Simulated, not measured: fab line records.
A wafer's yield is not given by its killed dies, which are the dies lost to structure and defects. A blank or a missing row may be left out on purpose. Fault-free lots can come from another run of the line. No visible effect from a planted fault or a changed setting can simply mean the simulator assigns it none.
Which tool was responsible?    flow n5 finfet    9 lots with 27 wafers sampled at 5 steps, on a route of 1938 steps

## WHAT THE GAUGES READ, wafer by wafer
N5_BEOL_M4_RC_MEAS_101. Usual: DIBL_N 36.0 mV/V, standard deviation 1.9; DIBL_P 36.0 mV/V, standard deviation 2.1; IOFF_N 0.155 nA/um, standard deviation 0.029; IOFF_P 0.20 nA/um, standard deviation 0.032; ION_N 672 uA/um, standard deviation 11; ION_P 461 uA/um, standard deviation 6.9; SS_N 71.5 mV/dec, standard deviation 0.58; SS_P 73.2 mV/dec, standard deviation 0.64; VT_N 250.4 mV, standard deviation 2.9; VT_P -251.0 mV, standard deviation 2.8.
lot   measured      on         DIBL_N (mV/V)   DIBL_P (mV/V)   IOFF_N (nA/um)     IOFF_P (nA/um)  ION_N (uA/um)  ION_P (uA/um)  SS_N (mV/dec)   SS_P (mV/dec)   VT_N (mV)          VT_P (mV)             flag
L802  day 9 22:37   prober-02  40.6 39.2 41.7  39.6 39.2 41.4  0.218 0.194 0.236  0.27 0.25 0.30  676 686 678    465 466 467    72.8 72.2 72.6  74.5 74.2 74.4  248.8 246.9 246.5  -248.0 -246.9 -246.9  
L803  day 10 05:05  prober-01  34.8 37.0 38.5  33.1 35.7 36.5  0.127 0.158 0.182  0.15 0.19 0.20  676 684 675    453 462 454    70.1 71.7 71.5  72.5 73.2 73.5  249.6 250.7 249.8  -256.0 -252.9 -251.3  
L804  day 10 07:43  prober-02  37.7 36.1 38.0  38.7 36.5 38.1  0.197 0.157 0.179  0.25 0.22 0.23  671 675 665    459 459 453    72.4 71.7 72.1  73.5 74.0 73.7  246.4 251.4 249.0  -249.8 -250.4 -251.9  
L812  day 12 00:05  prober-01  36.6 35.1 34.9  38.4 36.3 36.3  0.167 0.144 0.143  0.22 0.18 0.19  683 680 673    465 463 463    71.1 71.1 71.4  73.3 73.1 72.7  248.6 249.2 248.6  -251.8 -254.8 -253.8  
L814  day 12 21:11  prober-01  35.9 37.4 35.4  37.6 38.4 37.0  0.158 0.185 0.133  0.19 0.20 0.17  682 674 658    463 457 456    71.7 71.9 71.7  73.3 74.1 73.5  251.3 250.6 255.4  -253.3 -255.3 -255.4  
L817  day 13 15:59  prober-02  38.0 36.2 38.5  36.8 35.3 37.9  0.169 0.148 0.187  0.22 0.20 0.23  676 673 679    469 462 460    72.0 70.9 71.9  73.9 73.6 74.0  249.1 250.4 246.4  -247.3 -249.4 -247.4  
L818  day 14 00:02  prober-02  33.6 32.7 34.6  33.1 32.2 33.9  0.130 0.124 0.132  0.18 0.17 0.19  675 673 656    467 464 457    71.5 70.7 70.9  72.1 72.4 72.7  250.5 255.6 253.0  -250.3 -251.7 -251.1  
L820  day 13 23:31  prober-01  37.5 35.8 38.0  36.0 34.7 36.4  0.179 0.147 0.173  0.23 0.20 0.24  672 678 657    465 460 450    71.6 71.1 71.5  73.9 72.9 73.8  248.6 251.6 248.6  -246.8 -250.3 -252.1  
L819  day 14 01:47  prober-01  34.4 33.3 32.8  35.1 33.1 33.0  0.149 0.118 0.119  0.19 0.15 0.16  682 661 674    466 450 462    71.6 71.0 70.4  73.0 72.6 72.9  252.9 255.5 251.2  -249.1 -255.7 -253.9  

## EACH LOT AND THE TOOL THAT RAN IT (in order: tool; ch and the chambers of the sampled wafers; start)
lot   N5_MOL_CONTACT_COAG_ETCH_59         N5_MOL_CONTACT_COAG_ANNEAL_113    N5_MOL_CONTACT_COAG_ALD_123        N5_MOL_CONTACT_COAG_ETCH_89
L802  rie diel-03 ch 1,2,3, day 6 09:09   rtp anneal-02 ch 0, day 6 12:37   ald sin-02 ch 0,2, day 6 16:14     rie diel-06 ch 0,1,3, day 6 17:14
L803  rie diel-03 ch 2,3, day 6 11:16     rtp anneal-02 ch 0, day 6 14:13   ald sin-02 ch 2,3, day 6 19:47     rie diel-03 ch 1,2, day 6 21:03
L804  rie diel-06 ch 1,3, day 6 16:34     rtp anneal-01 ch 0, day 6 20:28   ald sin-02 ch 0,3, day 7 00:38     rie diel-03 ch 1,3, day 7 01:45
L812  rie diel-03 ch 1,2,3, day 8 16:19   rtp anneal-02 ch 0, day 8 21:28   ald sin-01 ch 0,2,3, day 9 02:56   rie diel-03 ch 0,1, day 9 04:04
L814  rie diel-03 ch 1,2,3, day 9 05:04   rtp anneal-02 ch 0, day 9 08:40   ald sin-01 ch 0,1,3, day 9 13:52   rie diel-03 ch 0,2,3, day 9 15:17
L817  rie diel-03 ch 0,3, day 9 20:56     rtp anneal-02 ch 0, day 10 01:01  ald sin-03 ch 2,3, day 10 06:49    rie diel-03 ch 0,1, day 10 07:56
L818  rie diel-06 ch 0,1,2, day 10 08:20  rtp anneal-01 ch 0, day 10 14:09  ald sin-02 ch 1,2,3, day 10 20:16  rie diel-06 ch 0,1, day 10 21:24
L820  rie diel-02 ch 0,1,2, day 10 17:44  rtp anneal-01 ch 0, day 10 21:49  ald sin-01 ch 0,2,3, day 11 03:06  rie diel-03 ch 0,1,3, day 11 04:13
L819  rie diel-03 ch 0,1,3, day 10 21:16  rtp anneal-01 ch 0, day 11 00:59  ald sin-03 ch 2,3, day 11 07:33    rie diel-06 ch 0,1,2, day 11 09:02
- N5_MOL_CONTACT_COAG_ETCH_59: etches underlayer in N2/H2, target depth 13 nm, time 10.4 s.
- N5_MOL_CONTACT_COAG_ANNEAL_113: time 300 s.
- N5_MOL_CONTACT_COAG_ALD_123: deposits SiNx, target thk 5 nm, pulse time 1 s, purge time 2 s.
- N5_MOL_CONTACT_COAG_ETCH_89: etches underlayer in N2/H2, target depth 13 nm, time 10.4 s.

## WHAT THE TOOLS THEMSELVES READ (means of the sampled wafers that have a number; where no wafer has one, the mark that the record gives instead)
N5_MOL_CONTACT_COAG_ETCH_59. Usual: drypump motor current A 5.6 A, standard deviation 0.46; etch rf on time s 10.52 s, standard deviation 0.26; oes product au 0.70 a.u., standard deviation 0.057; rf vpp V 524.1 V, standard deviation 2.1; showerhead plenum p Torr 2.55 Torr, standard deviation 0.075; throttle valve pct 17.72 %, standard deviation 0.27.
lot   tool         drypump motor current A (A)  etch rf on time s (s)  oes product au (a.u.)  rf vpp V (V)  showerhead plenum p Torr (Torr)  throttle valve pct (%)  flag
L802  rie diel-03  5.9                          10.49                  0.73                   524.9         2.58                             17.51                   
L803  rie diel-03  5.7                          10.40                  0.73                   525.1         2.58                             17.43                   
L804  rie diel-06  6.0                          10.22                  0.68                   524.2         2.53                             18.00                   
L812  rie diel-03  5.9                          10.49                  0.71                   524.8         2.57                             17.55                   
L814  rie diel-03  5.9                          10.51                  0.71                   524.5         2.57                             17.54                   
L817  rie diel-03  5.6                          10.39                  0.68                   526.7         2.63                             17.44                   
L818  rie diel-06  5.5                          10.67                  0.67                   521.1         2.44                             17.80                   
L820  rie diel-02  5.2                          10.59                  0.68                   521.9         2.50                             18.05                   
L819  rie diel-03  5.9                          10.50                  0.68                   526.0         2.59                             17.56                   

N5_MOL_CONTACT_COAG_ANNEAL_113. Usual: lamp power pct 2.99 %, standard deviation 0.092; lamp_zone_6_pct 2.96 %, standard deviation 0.09; wafer_temp_C_max 401.5, standard deviation 0.38.
lot   tool           lamp power pct (%)  lamp_zone_6_pct (%)  wafer_temp_C_max  flag
L802  rtp anneal-02  2.89                2.86                 401.9             
L803  rtp anneal-02  2.89                2.86                 401.5             
L804  rtp anneal-01  3.07                3.04                 401.2             
L812  rtp anneal-02  2.89                2.86                 401.5             
L814  rtp anneal-02  2.89                2.86                 401.1             
L817  rtp anneal-02  2.89                2.86                 401.3             
L818  rtp anneal-01  3.07                3.04                 401.1             
L820  rtp anneal-01  3.07                3.04                 401.6             
L819  rtp anneal-01  3.07                3.04                 401.6             

N5_MOL_CONTACT_COAG_ALD_123. Usual: heater power w 867 W, standard deviation 100; precursor pulse height rel 1.000, standard deviation 0.021; susceptor temp C 399.99 C, standard deviation 0.22.
lot   tool        heater power w (W)  precursor pulse height rel  susceptor temp C (C)  flag
L802  ald sin-02  972                 0.988                       399.80                
L803  ald sin-02  1079                1.026                       431.72                OFF
L804  ald sin-02  1155                1.011                       431.70                OFF
L812  ald sin-01  821                 1.002                       399.99                
L814  ald sin-01  810                 0.980                       399.97                
L817  ald sin-03  754                 1.002                       400.16                
L818  ald sin-02  907                 0.987                       399.85                
L820  ald sin-01  833                 1.002                       399.74                
L819  ald sin-03  764                 1.007                       399.94                

N5_MOL_CONTACT_COAG_ETCH_89. Usual: drypump motor current A 5.7 A, standard deviation 0.49; etch rf on time s 10.49 s, standard deviation 0.27; oes product au 0.70 a.u., standard deviation 0.053; rf vpp V 524.1 V, standard deviation 2.3; showerhead plenum p Torr 2.55 Torr, standard deviation 0.078; throttle valve pct 17.72 %, standard deviation 0.27.
lot   tool         drypump motor current A (A)  etch rf on time s (s)  oes product au (a.u.)  rf vpp V (V)  showerhead plenum p Torr (Torr)  throttle valve pct (%)  flag
L802  rie diel-06  5.9                          10.14                  0.71                   521.7         2.50                             17.91                   
L803  rie diel-03  5.8                          10.39                  0.77                   525.6         2.59                             17.37                   
L804  rie diel-03  6.0                          10.36                  0.69                   524.8         2.57                             17.66                   
L812  rie diel-03  5.7                          10.51                  0.72                   527.4         2.65                             17.38                   
L814  rie diel-03  5.7                          10.16                  0.70                   525.5         2.60                             17.45                   
L817  rie diel-03  5.7                          10.50                  0.71                   527.1         2.65                             17.39                   
L818  rie diel-06  5.8                          10.39                  0.69                   522.6         2.45                             17.85                   
L820  rie diel-03  5.9                          10.42                  0.68                   525.3         2.59                             17.56                   
L819  rie diel-06  5.5                          10.61                  0.66                   521.5         2.44                             17.83                   

## THE ANSWER, worked out from the rows above alone
Rule: lot off if the mean of its wafers having a number is beyond 3 standard deviations from the usual mean. A lot without any number at a reading at which 4 lots or more have one is off too. All remaining lots with rows at the step are treated as sound. Order of review: gauges by route order, followed by the tools' own readings, for which a lot's mean as printed above is used. The first step at which some lot is off is used, and at that step the reading that is off furthest; a lot without a number counts as furthest.
Off: L803, L804, at N5_MOL_CONTACT_COAG_ALD_123 (susceptor temp C).
If a tool, at that step or one of the process steps before it, ran each lot that is off and ran no sound lot following the first of them, it fits. Not one of the candidates tried fits.

## WHAT THE SIMULATOR HAD PUT IN
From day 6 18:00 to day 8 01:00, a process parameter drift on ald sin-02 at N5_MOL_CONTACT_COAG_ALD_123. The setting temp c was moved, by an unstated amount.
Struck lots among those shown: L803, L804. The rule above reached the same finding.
